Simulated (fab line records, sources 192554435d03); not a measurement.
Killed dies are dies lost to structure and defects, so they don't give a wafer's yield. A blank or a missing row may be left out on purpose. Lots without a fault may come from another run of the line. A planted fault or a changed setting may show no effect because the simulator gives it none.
Problem report in the 8D (eight disciplines) form, filled by code | flow n5_finfet | the parts of the form that need people (team, actions taken, sign-off) are left out

1. THE PROBLEM
bias_w at N5_BEOL_M7_ETCH_41 reads a mean of 94.89 W on 1 wafer of 1 lot; wafers without a fault read 74.96 W with a standard deviation of 0.22. That is +91 standard deviations from the usual mean.
The step: etches SiCN in CH3F/O2, target depth 31.9 nm, time 57.8 s.
First seen on wafer L277.3, day 12 21:16, on rie_diel-02. The record holds 15 wafers of 5 lots with a number at this step. Rule for "out", or "out of limits": more than 4 standard deviations from the usual mean. The other wafers with a number count as sound.

2. WHAT IT IS AND WHAT IT IS NOT
question                    | is                | is not
which readings at this step | bias_w, rf_vpp_V  | drypump_motor_current_A, oes_product_au, showerhead_plenum_p_Torr, throttle_valve_pct
which lots                  | L277              | L268, L269, L284, L287
which wafers of those lots  | L277.3            | L277.2, L277.6
read on which tools         | rie_diel-02       | rie_diel-03, rie_diel-05
when                        | from day 12 21:16 | up to then (8 sound wafers); but 6 sound wafers of L284, L287 came after

3. SUSPECTS, AND WHAT RULES EACH OUT
Counting: a tool at a process step up to the reading stays a suspect if it ran every lot that is out. Sound lots after the first of them don't rule it out here, since some wafers of a struck lot are sound.
- rie_diel-02 at N5_BEOL_M7_ETCH_66 (etches SOC in N2/H2, target depth 80 nm, overetch 16 nm, time 120 s): kept. It ran the lot that is out, L277 (day 12 21:03); its last sound lot up to then is L269 (day 10 07:40).
- rie_diel-02 at N5_BEOL_M7_VIA_ETCH_34 (etches SiCOH lowk in C4F6/O2, target depth 125.5 nm, time 50.5 s): kept. It ran the lot that is out, L277 (day 12 21:09); its last sound lot up to then is L269 (day 10 07:47).
- rie_diel-02 at N5_BEOL_M7_STRIP_36 (strips in N2/H2): kept. It ran the lot that is out, L277 (day 12 21:12); its last sound lot up to then is L269 (day 10 07:50).
- rie_diel-02 at N5_BEOL_M7_TRENCH_ETCH_37 (etches SiCOH lowk in C4F6/O2, target depth 93.478 nm, time 31.2 s): kept. It ran the lot that is out, L277 (day 12 21:16); its last sound lot up to then is L269 (day 10 07:54). N5_BEOL_M7_TRENCH_ETCH_37 gives no start for some lots, so the hours and the order of its lots are those of N5_BEOL_M7_ETCH_41.
- rie_diel-02 at N5_BEOL_M7_ETCH_41 (etches SiCN in CH3F/O2, target depth 31.9 nm, time 57.8 s): kept. It ran the lot that is out, L277 (day 12 21:16); its last sound lot up to then is L269 (day 10 07:54). Its own readings are out on those wafers: bias_w, rf_vpp_V.
- Within rie_diel-02 at N5_BEOL_M7_ETCH_66: the wafers that are out ran in chamber 3; their sound lot-mates ran in chambers 1, 2.
- Within rie_diel-02 at N5_BEOL_M7_VIA_ETCH_34: the wafers that are out ran in chamber 3; their sound lot-mates ran in chambers 1, 2.
- Within rie_diel-02 at N5_BEOL_M7_STRIP_36: the wafers that are out ran in chamber 3; their sound lot-mates ran in chambers 1, 2.
- Within rie_diel-02 at N5_BEOL_M7_TRENCH_ETCH_37: the wafers that are out ran in chamber 3; their sound lot-mates ran in chambers 1, 2.
- Within rie_diel-02 at N5_BEOL_M7_ETCH_41: the wafers that are out ran in chamber 3; their sound lot-mates ran in chambers 1, 2.
Left after counting: rie_diel-02 at N5_BEOL_M7_ETCH_66, rie_diel-02 at N5_BEOL_M7_VIA_ETCH_34, rie_diel-02 at N5_BEOL_M7_STRIP_36, rie_diel-02 at N5_BEOL_M7_TRENCH_ETCH_37, rie_diel-02 at N5_BEOL_M7_ETCH_41.

4. THE CAUSE (what the simulator had put in)
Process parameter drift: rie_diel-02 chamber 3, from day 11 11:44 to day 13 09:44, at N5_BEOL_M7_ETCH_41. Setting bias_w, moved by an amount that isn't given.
Counting left 5 suspects, and this tool is among them.

5. THE CHAIN OF EFFECTS, in route order
Each row: a reading whose mean over the struck wafers that have a number lies more than 3 standard deviations from the usual. Only readings for which the record gives a usual standard deviation are gone through. hours: the time from each lot's start at the first step in this table that gives one to its start at this step, as a median over the lots. sigmas: the change in usual standard deviations.
hours | step               | reading  | usual   | on struck wafers | change | sigmas
0     | N5_BEOL_M7_ETCH_41 | bias_w   | 74.96 W | 94.89            | +19.93 | +91
0     | N5_BEOL_M7_ETCH_41 | rf_vpp_V | 297.2 V | 344.2            | +47.0  | +34
The process steps in it:
- N5_BEOL_M7_ETCH_41: etches SiCN in CH3F/O2, target depth 31.9 nm, time 57.8 s.

6. WHAT WOULD HAVE CAUGHT IT SOONER
In this record the first reading out of limits was taken at day 12 21:16, 34 hours after the fault began at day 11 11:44.
